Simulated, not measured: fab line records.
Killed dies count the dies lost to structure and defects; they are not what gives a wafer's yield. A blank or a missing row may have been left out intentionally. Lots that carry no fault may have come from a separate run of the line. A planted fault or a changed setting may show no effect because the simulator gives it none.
Lot-split experiment / flow n5_finfet / on a route of 1938 steps: 7 lots, 21 wafers read

== THE SPLIT ==
At N5_DUMMY_GATE_COAT_09 (resist thk 30 nm), the setting spin_rpm was moved away from the recipe's 1500 rpm on 7 of the 21 wafers read, by -9.3% to +11.0%. This setting was run at the recipe's value on the other wafers.

== FROM THE SPLIT TO THE READING: what the file shows between them, 4 steps ==
- N5_DUMMY_GATE_EBR_11
- N5_DUMMY_GATE_SOFTBAKE_10: time 60 s
- N5_DUMMY_GATE_EXPOSE_12: exposes mask GATE, target cd 25 nm
- N5_DUMMY_GATE_PEB_13: peb time 60 s

== THE READING ==
CAR-EUV_of_DUMMY_GATE_COAT_09.thk_nm (the simulator's own value, which no gauge read), in nm, at N5_DUMMY_GATE_DEVELOP_14 (develop time 30 s). No usual value for it is given in the file. Here, 14 wafers ran the recipe; their average is 29.6 nm with a standard deviation of 0.082 nm.

wafer=L081.2; tool, chamber at the split=litho_track-05, 0; spin_rpm as run, rpm=1616; against the recipe=+7.7%; CAR-EUV_of_DUMMY_GATE_COAT_09.thk_nm, nm=28.6; against lot-mates on the recipe=no lot-mate on the recipe
wafer=L081.4; tool, chamber at the split=litho_track-05, 0; spin_rpm as run, rpm=1616; against the recipe=+7.7%; CAR-EUV_of_DUMMY_GATE_COAT_09.thk_nm, nm=28.6; against lot-mates on the recipe=no lot-mate on the recipe
wafer=L081.6; tool, chamber at the split=litho_track-05, 0; spin_rpm as run, rpm=1616; against the recipe=+7.7%; CAR-EUV_of_DUMMY_GATE_COAT_09.thk_nm, nm=28.6; against lot-mates on the recipe=no lot-mate on the recipe
wafer=L082.4; tool, chamber at the split=litho_track-02, 0; spin_rpm as run, rpm=1361; against the recipe=-9.3%; CAR-EUV_of_DUMMY_GATE_COAT_09.thk_nm, nm=31; against lot-mates on the recipe=+1.4
wafer=L082.5; tool, chamber at the split=litho_track-02, 0; spin_rpm as run, rpm=1361; against the recipe=-9.3%; CAR-EUV_of_DUMMY_GATE_COAT_09.thk_nm, nm=31; against lot-mates on the recipe=+1.4
wafer=L082.6; tool, chamber at the split=litho_track-02, 0; spin_rpm as run, rpm=1500; against the recipe=recipe; CAR-EUV_of_DUMMY_GATE_COAT_09.thk_nm, nm=29.6; against lot-mates on the recipe=-
wafer=L085.2; tool, chamber at the split=litho_track-02, 0; spin_rpm as run, rpm=1500; against the recipe=recipe; CAR-EUV_of_DUMMY_GATE_COAT_09.thk_nm, nm=29.6; against lot-mates on the recipe=-
wafer=L085.3; tool, chamber at the split=litho_track-02, 0; spin_rpm as run, rpm=1500; against the recipe=recipe; CAR-EUV_of_DUMMY_GATE_COAT_09.thk_nm, nm=29.6; against lot-mates on the recipe=-
wafer=L085.4; tool, chamber at the split=litho_track-02, 0; spin_rpm as run, rpm=1500; against the recipe=recipe; CAR-EUV_of_DUMMY_GATE_COAT_09.thk_nm, nm=29.6; against lot-mates on the recipe=-
wafer=L086.1; tool, chamber at the split=litho_track-03, 0; spin_rpm as run, rpm=1500; against the recipe=recipe; CAR-EUV_of_DUMMY_GATE_COAT_09.thk_nm, nm=29.6; against lot-mates on the recipe=-
wafer=L086.3; tool, chamber at the split=litho_track-03, 0; spin_rpm as run, rpm=1500; against the recipe=recipe; CAR-EUV_of_DUMMY_GATE_COAT_09.thk_nm, nm=29.6; against lot-mates on the recipe=-
wafer=L086.5; tool, chamber at the split=litho_track-03, 0; spin_rpm as run, rpm=1500; against the recipe=recipe; CAR-EUV_of_DUMMY_GATE_COAT_09.thk_nm, nm=29.4; against lot-mates on the recipe=-
wafer=L089.4; tool, chamber at the split=litho_track-02, 0; spin_rpm as run, rpm=1500; against the recipe=recipe; CAR-EUV_of_DUMMY_GATE_COAT_09.thk_nm, nm=29.6; against lot-mates on the recipe=-
wafer=L089.5; tool, chamber at the split=litho_track-02, 0; spin_rpm as run, rpm=1500; against the recipe=recipe; CAR-EUV_of_DUMMY_GATE_COAT_09.thk_nm, nm=29.6; against lot-mates on the recipe=-
wafer=L089.6; tool, chamber at the split=litho_track-02, 0; spin_rpm as run, rpm=1665; against the recipe=+11.0%; CAR-EUV_of_DUMMY_GATE_COAT_09.thk_nm, nm=28; against lot-mates on the recipe=-1.6
wafer=L090.2; tool, chamber at the split=litho_track-05, 0; spin_rpm as run, rpm=1500; against the recipe=recipe; CAR-EUV_of_DUMMY_GATE_COAT_09.thk_nm, nm=29.6; against lot-mates on the recipe=-
wafer=L090.3; tool, chamber at the split=litho_track-05, 0; spin_rpm as run, rpm=1500; against the recipe=recipe; CAR-EUV_of_DUMMY_GATE_COAT_09.thk_nm, nm=29.6; against lot-mates on the recipe=-
wafer=L090.4; tool, chamber at the split=litho_track-05, 0; spin_rpm as run, rpm=1500; against the recipe=recipe; CAR-EUV_of_DUMMY_GATE_COAT_09.thk_nm, nm=29.4; against lot-mates on the recipe=-
wafer=L097.4; tool, chamber at the split=litho_track-02, 0; spin_rpm as run, rpm=1621; against the recipe=+8.1%; CAR-EUV_of_DUMMY_GATE_COAT_09.thk_nm, nm=28.4; against lot-mates on the recipe=-1.1
wafer=L097.5; tool, chamber at the split=litho_track-02, 0; spin_rpm as run, rpm=1500; against the recipe=recipe; CAR-EUV_of_DUMMY_GATE_COAT_09.thk_nm, nm=29.4; against lot-mates on the recipe=-
wafer=L097.6; tool, chamber at the split=litho_track-02, 0; spin_rpm as run, rpm=1500; against the recipe=recipe; CAR-EUV_of_DUMMY_GATE_COAT_09.thk_nm, nm=29.6; against lot-mates on the recipe=-

FIT RESULTS
A straight line over all 21 wafers: CAR-EUV_of_DUMMY_GATE_COAT_09.thk_nm changes by -0.142 nm for each +1% of spin_rpm; r = -0.99; the points scatter about the line by 0.093 nm.
The same after taking each lot's own level away (the mean of its wafers on the recipe; 18 wafers): -0.147 nm for each +1%; r = -0.99; scatter 0.072 nm.
The reading moves by 1.6 nm for the largest change in spin_rpm, on that fit.
Across the lots, their own levels run from 29.50 to 29.60 nm, a range of 1.2 times the standard deviation given above.
Consequently the slope shifts little with the lot-to-lot level, the two slopes agreeing.
Check: for one of the wafers moved furthest among these (+11.0%), held out of the fit, the line's prediction against its lot-mates is -1.6 nm. Against them it came out at -1.6 nm.

== FURTHER SPLITS ON THESE WAFERS ==
Other splits were also applied to these wafers ahead of the reading. Each is held against what the fit with the lots' levels taken away leaves over:
other split on the same wafers=N5_FIN_SAQP_PECVD_06 time_s; wafers away from the commonest value=5; r with CAR-EUV_of_DUMMY_GATE_COAT_09.thk_nm (lot level and that fit taken away)=+0.25
other split on the same wafers=N5_FIN_SAQP_COAT_10 spin_rpm; wafers away from the commonest value=9; r with CAR-EUV_of_DUMMY_GATE_COAT_09.thk_nm (lot level and that fit taken away)=-0.31

== THE WHOLE CHAIN: every reading that the file lists as answering this split, in the file's order ==
step=N5_DUMMY_GATE_COAT_09; what it does=resist thk 30 nm; reading=CAR-EUV_of_DUMMY_GATE_COAT_09.thk_nm (the simulator's own value, which no gauge read); change (the file's fit)=-0.151 nm for each +1% of the setting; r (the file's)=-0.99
step=N5_DUMMY_GATE_DEVELOP_14; what it does=develop time 30 s; reading=CAR-EUV_of_DUMMY_GATE_COAT_09.thk_nm (the simulator's own value, which no gauge read); change (the file's fit)=-0.145 nm for each +1% of the setting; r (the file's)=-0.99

== FILE'S OWN FIT ==
CAR-EUV_of_DUMMY_GATE_COAT_09.thk_nm changes by -0.145 nm for each +1% of spin_rpm, r = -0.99.
